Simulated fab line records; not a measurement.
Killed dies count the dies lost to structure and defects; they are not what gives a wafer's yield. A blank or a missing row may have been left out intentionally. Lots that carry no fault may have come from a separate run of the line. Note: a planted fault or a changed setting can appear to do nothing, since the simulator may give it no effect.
fab line records ; flow nandHarc ; part 2 of 2: steps 28 to 34 of 34
record: lots: 5; wafers: 15; lastDay: 34
route steps=1302 shown A_SGD_CUT@911 A_SLIT@922
lots untouched by any fault: they come from a run of this same line in which no faults occurred
startH: hours from the record's first day to the start of the lot's first wafer shown ; waitH: hours elapsed since this lot's preceding step ; " the same as in the row above ; L1.1+2: a single row standing in for several wafers ; - no value present, or no start provided ; * or withheld: withheld ; < > ~ a bound
route shown NAME@n: a module of which the file shows steps, and the number in the route of the first ; usual: mean and standard deviation over wafers with no fault ; same: alike in all rows ; chamber/n: place in a boat ; sites: each site's reading ; _std_site: how widely they spread, as a standard deviation ; _edge_site: the outer-site mean with the inner-site mean subtracted ; radiusMm: for every site, how far away it sits from the centre of the wafer ; mask NAME#n: copy n ; behind: tool/chamber where the wafer was last shaped ; hold: reason for holding the lot/hours on hold/outcome of the hold ; device: names the non-switching transistor (n, p or np) ; end of line: tests of these same wafers at the route's end ; step lacking rows: just its recipe ; killed: at the first sort, the dies lost to defects and structure; wafer yield is something else ; map: per-die view of a wafer (x killed, . not killed, _ where there is no die)
set.NAME: setting as actually run; set.NAME@STEP: the setting as run at that earlier step ; model.NAME: the simulator's own value behind a step, which no gauge read
lots at selected steps of the route; one table per step, one row per wafer
services: from which hour (startH, from the record's first day; less than 0 if before it) a tool's chamber was out of use, for how many hours, and why
== steps ==
step: NHARC_A_SLIT_ETCH_15
recipe: targetDepthA: 62000; overEtchFrac: 0.3; timeS: 1612; ionEnergyEv: 150; o2FlowSccm: 400; cosFlowSccm: 20; arFlowSccm: 0; rfW: 500; biasW: 300; chemistry: O2/COS
usual: drypumpMotorCurrentA: 5.6/0.57; oesProductAu: 1.003/0.012; rfVppV: 313.8/1.7; showerheadPlenumPTorr: 3.10/0.095; throttleValvePct: 28.329/0.0086
lot.wafer;tool;chamber;startH;waitH;drypumpMotorCurrentA;oesProductAu;rfHoursCounterH;rfVppV;showerheadPlenumPTorr;throttleValvePct
L076.2;rieDiel-09;0;-;-;6.0;0.992;6.8;315.7;3.12;28.318
L076.5;rieDiel-09;1;-;-;4.7;0.974;-;316.0;3.18;28.335
L076.6;rieDiel-09;2;-;-;5.4;1.000;-;312.1;3.00;28.325
L078.1;rieDiel-05;1;-;-;5.7;0.998;7.1;315.5;3.16;28.335
L078.6;rieDiel-05;0;-;-;6.3;1.004;-;313.5;3.06;28.319
L078.5;rieDiel-05;1;-;-;5.7;1.015;-;314.4;3.16;28.318
L094.4;rieDiel-05;2;-;-;6.0;1.004;3.2;316.6;3.24;28.329
L094.1;rieDiel-05;3;-;-;6.6;0.991;3.3;312.7;3.00;28.327
L094.6;rieDiel-05;1;-;-;5.7;0.999;-;315.6;3.16;28.342
L096.2;rieDiel-10;3;-;-;5.2;1.023;3.2;314.3;3.15;28.338
L096.6;rieDiel-10;3;-;-;5.3;1.012;-;314.0;3.15;28.337
L096.5;rieDiel-10;0;-;-;5.3;1.006;-;310.1;2.92;28.325
L097.3;rieDiel-10;1;-;-;4.9;1.011;5.1;312.8;3.09;28.317
L097.2;rieDiel-10;3;-;-;5.2;1.010;6.9;315.4;3.15;28.321
L097.6;rieDiel-10;0;-;-;5.3;1.038;-;311.2;2.92;28.331
step: NHARC_A_SLIT_ETCH_17
recipe: biasV: 900; sourceW: withheld; pressureMtorr: 20; arFlowSccm: 375; c4f8FlowSccm: 83.3; o2FlowSccm: 41.7; timeS: 4254.5; targetDepthA: 2.03e+05; chemistry: C4F8/O2/Ar
usual: drypumpMotorCurrentA: 5.2/0.52; showerheadPlenumPTorr: 3.62/0.037; throttleValvePct: 32.045/0.0089
lot.wafer;tool;chamber;startH;waitH;drypumpMotorCurrentA;rfHoursCounterH;showerheadPlenumPTorr;throttleValvePct
L076.2;harEtch-01;1;467.23;-;4.7;256;3.65;32.039
L076.6;harEtch-01;0;469.01;-;5.9;-;3.65;32.041
L076.5;harEtch-01;1;469.01;-;4.7;-;3.65;32.055
L078.1;harEtch-01;0;501.55;-;5.9;279;3.64;32.049
L078.5;harEtch-01;1;503.34;-;4.7;-;3.63;32.052
L078.6;harEtch-01;0;503.34;-;5.9;-;3.63;32.046
L094.1;harEtch-01;1;650.04;-;4.7;359;3.59;32.039
L094.4;harEtch-01;1;651.25;-;4.7;-;3.59;32.052
L094.6;harEtch-01;1;652.46;-;4.7;-;3.59;32.032
L096.2;harEtch-01;1;662.78;-;4.8;371;3.59;32.044
L096.6;harEtch-01;0;664.58;-;5.9;-;3.59;32.055
L096.5;harEtch-01;1;664.58;-;4.7;-;3.59;32.049
L097.2;harEtch-01;0;706.64;-;6.0;393;3.57;32.053
L097.3;harEtch-01;0;707.85;-;6.0;-;3.57;32.036
L097.6;harEtch-01;1;709.65;-;4.8;-;3.57;32.032
step: NHARC_A_SLIT_ETCH_26
recipe: biasV: 400; sourceW: 2000; pressureMtorr: 25; timeS: 90; arFlowSccm: 375; c4f8FlowSccm: 41.7; o2FlowSccm: 83.3; targetDepthA: 4000; chemistry: C4F8/O2/Ar
usual: drypumpMotorCurrentA: 5.2/0.52; showerheadPlenumPTorr: 3.65/0.038; throttleValvePct: 27.619/0.0082
lot.wafer;tool;chamber;startH;waitH;drypumpMotorCurrentA;rfHoursCounterH;showerheadPlenumPTorr;throttleValvePct
L076.2;harEtch-01;1;470.24;2.4;4.7;259;3.68;27.626
L076.6;harEtch-01;0;470.24;2.4;5.9;-;3.68;27.623
L076.5;harEtch-01;1;470.24;2.4;4.7;-;3.68;27.624
L078.1;harEtch-01;0;504.57;2.4;5.9;282;3.66;27.615
L078.5;harEtch-01;1;504.57;2.4;4.7;-;3.66;27.638
L078.6;harEtch-01;0;504.57;2.4;5.9;-;3.66;27.618
L094.1;harEtch-01;1;653.66;3.0;4.7;362;3.62;27.632
L094.4;harEtch-01;1;653.66;3.0;4.7;-;3.62;27.624
L094.6;harEtch-01;1;653.66;3.0;4.7;-;3.62;27.613
L096.2;harEtch-01;1;665.80;2.4;4.8;374;3.61;27.623
L096.6;harEtch-01;0;665.80;2.4;5.9;-;3.61;27.609
L096.5;harEtch-01;1;665.80;2.4;4.7;-;3.61;27.611
L097.2;harEtch-01;0;710.26;3.0;5.9;396;3.60;27.632
L097.3;harEtch-01;0;710.26;3.0;5.9;-;3.60;27.639
L097.6;harEtch-01;1;710.26;3.0;4.7;-;3.60;27.615
step: NHARC_A_SLIT_STRIP_28
recipe: o2FlowSccm: 400; cosFlowSccm: 20; arFlowSccm: 0; biasW: 0; chemistry: O2/COS
lot.wafer;tool;chamber;startH;waitH
L076.2+6+5;rieDiel-10;2,3,1;470.99;0.7
L078.1+5+6;rieDiel-10;1,1,2;505.33;0.7
L094.4+1+6;rieDiel-05;1,0,1;654.45;0.7
L096.2+6+5;rieDiel-10;2,3,0;666.59;0.8
L097.2+3+6;rieDiel-10;2,1,2;711.05;0.8
step: NHARC_A_SLIT_ETCH_29
recipe: targetDepthA: 1000; overetchA: 100; timeS: 55; ionEnergyEv: 100; cf4FlowSccm: 80; o2FlowSccm: 20; arFlowSccm: 0; rfW: 300; biasW: 100; chemistry: CF4/O2
usual: drypumpMotorCurrentA: 5.5/0.55; oesProductAu: 1.003/0.013; rfVppV: 197.7/1.2; showerheadPlenumPTorr: 1.33/0.041; throttleValvePct: 13.398/0.0091
lot.wafer;tool;chamber;startH;waitH;drypumpMotorCurrentA;oesProductAu;rfHoursCounterH;rfVppV;showerheadPlenumPTorr;throttleValvePct
L076.2;rieDiel-10;3;471.11;0.1;5.2;1.001;2.4;197.7;1.35;13.400
L076.6;rieDiel-10;3;471.11;0.1;5.2;0.998;-;197.8;1.35;13.391
L076.5;rieDiel-10;1;471.11;0.1;4.9;0.990;-;197.3;1.32;13.406
L078.1;rieDiel-10;2;505.44;0.1;5.0;1.014;4.7;198.6;1.38;13.406
L078.5;rieDiel-10;3;505.44;0.1;5.2;0.981;-;197.2;1.35;13.404
L078.6;rieDiel-10;0;505.44;0.1;5.3;1.011;-;194.7;1.25;13.393
L094.1;rieDiel-05;1;654.55;0.1;5.7;0.994;4.4;198.0;1.35;13.394
L094.4;rieDiel-05;3;654.55;0.1;6.6;0.986;4.2;196.2;1.28;13.399
L094.6;rieDiel-05;2;654.55;0.1;6.0;0.994;-;200.1;1.39;13.399
L096.2;rieDiel-10;2;666.66;0.1;5.0;0.978;3.0;200.0;1.38;13.400
L096.6;rieDiel-10;1;666.66;0.1;4.9;1.001;-;196.2;1.32;13.393
L096.5;rieDiel-10;2;666.66;0.1;5.0;0.999;-;198.4;1.38;13.411
L097.2;rieDiel-10;0;711.15;0.1;5.3;1.026;6.9;195.3;1.24;13.376
L097.3;rieDiel-10;2;711.15;0.1;5.0;1.003;6.3;198.7;1.38;13.397
L097.6;rieDiel-10;3;711.15;0.1;5.2;1.014;-;197.7;1.35;13.399
step: NHARC_A_SLIT_STRIP_18
recipe: o2FlowSccm: 500; arFlowSccm: 0; biasW: 0; chemistry: O2
usual: drypumpMotorCurrentA: 5.5/0.54; oesProductAu: 1.004/0.014; rfVppV: 57.8/0.95; showerheadPlenumPTorr: 3.51/0.1; throttleValvePct: 17.036/0.01
lot.wafer;tool;chamber;startH;waitH;drypumpMotorCurrentA;oesProductAu;rfHoursCounterH;rfVppV;showerheadPlenumPTorr;throttleValvePct
L076.2;rieDiel-10;2;-;-;5.1;1.026;2.6;58.5;3.64;17.037
L076.5;rieDiel-10;2;-;-;5.1;1.015;-;58.8;3.64;17.029
L076.6;rieDiel-10;3;-;-;5.2;1.004;-;58.3;3.57;17.040
L078.1;rieDiel-10;2;-;-;5.1;1.024;4.8;58.1;3.64;17.024
L078.5;rieDiel-10;3;-;-;5.2;1.007;-;56.8;3.57;17.017
L078.6;rieDiel-10;0;-;-;5.3;1.018;-;56.9;3.31;17.051
L094.4;rieDiel-05;1;-;-;5.7;0.995;4.4;57.6;3.57;17.032
L094.1;rieDiel-05;2;-;-;6.0;1.004;4.2;56.1;3.66;17.044
L094.6;rieDiel-05;3;-;-;6.6;0.983;-;59.6;3.40;17.045
L096.2;rieDiel-10;0;-;-;5.3;1.016;3.7;56.7;3.30;17.047
L096.5;rieDiel-10;2;-;-;5.1;0.989;-;57.6;3.64;17.055
L096.6;rieDiel-10;3;-;-;5.2;1.022;-;58.2;3.56;17.029
L097.2;rieDiel-10;0;-;-;5.3;1.026;6.9;58.5;3.30;17.043
L097.3;rieDiel-10;3;-;-;5.2;1.014;7.3;56.7;3.56;17.030
L097.6;rieDiel-10;1;-;-;4.9;1.017;-;56.2;3.49;17.044
step: NHARC_A_SLIT_PRECLEAN_19
recipe: timeS: *; tempC: 50; bathAgeMin: 0; chemistry: SC1
usual: h2o2FlowMLMin: 56.61/0.2; tempC: 49.98/0.12
same: bathAgeMin: 0
lot.wafer;tool;chamber;startH;waitH;h2o2FlowMLMin;tempC
L076.2;wetBench-02;2;471.58;-;56.75;50.09
L076.5;wetBench-02;3;471.58;-;56.88;50.01
L076.6;wetBench-02;6;471.58;-;56.28;50.11
L078.1;wetBench-09;0;505.83;-;56.65;50.04
L078.5;wetBench-09;2;505.83;-;56.75;49.82
L078.6;wetBench-09;4;505.83;-;56.96;50.20
L094.1;wetBench-04;5;654.95;-;56.56;50.08
L094.6;wetBench-04;6;654.95;-;56.83;50.14
L094.4;wetBench-04;1;654.95;-;56.65;50.13
L096.5;wetBench-04;5;667.05;-;56.02;49.78
L096.6;wetBench-04;7;667.05;-;56.53;49.99
L096.2;wetBench-04;0;667.05;-;56.61;49.90
L097.3;wetBench-04;2;711.54;-;56.61;50.07
L097.6;wetBench-04;4;711.54;-;56.74;50.05
L097.2;wetBench-04;5;711.54;-;56.42;50.06
== services ==
tool;chamber;startH;hours;kind
rieDiel-10;2;430.70;2.5;repair
wetBench-01;-;453.60;8.0;pm
rieDiel-10;1;456.56;7.0;repair
harEtch-01;-;458.81;3.2;repair
rieDiel-10;0;462.22;11.4;repair
rieDiel-05;2;464.38;2.4;repair
wetBench-03;-;474.26;0.7;repair
rieDiel-10;-;492.08;1.9;repair
lithoTrack-01;-;505.00;7.0;pm
rieDiel-10;-;526.87;2.3;repair
lithoTrack-06;-;529.00;7.0;pm
rieDiel-10;2;542.24;5.4;repair
lithoTrack-04;-;553.00;7.0;pm
wetBench-03;-;562.40;8.0;pm
rieDiel-05;0;580.32;37.0;repair
rieDiel-05;-;584.10;9.0;pm
rieDiel-10;-;596.50;9.0;pm
wetBench-03;-;600.11;6.6;repair
rieDiel-10;-;610.30;0.6;repair
rieDiel-05;1;624.08;2.5;repair
wetBench-01;-;629.60;8.0;pm
rieDiel-10;-;671.28;1.0;repair
lithoTrack-01;-;680.00;7.0;pm
lithoTrack-06;-;704.00;7.0;pm
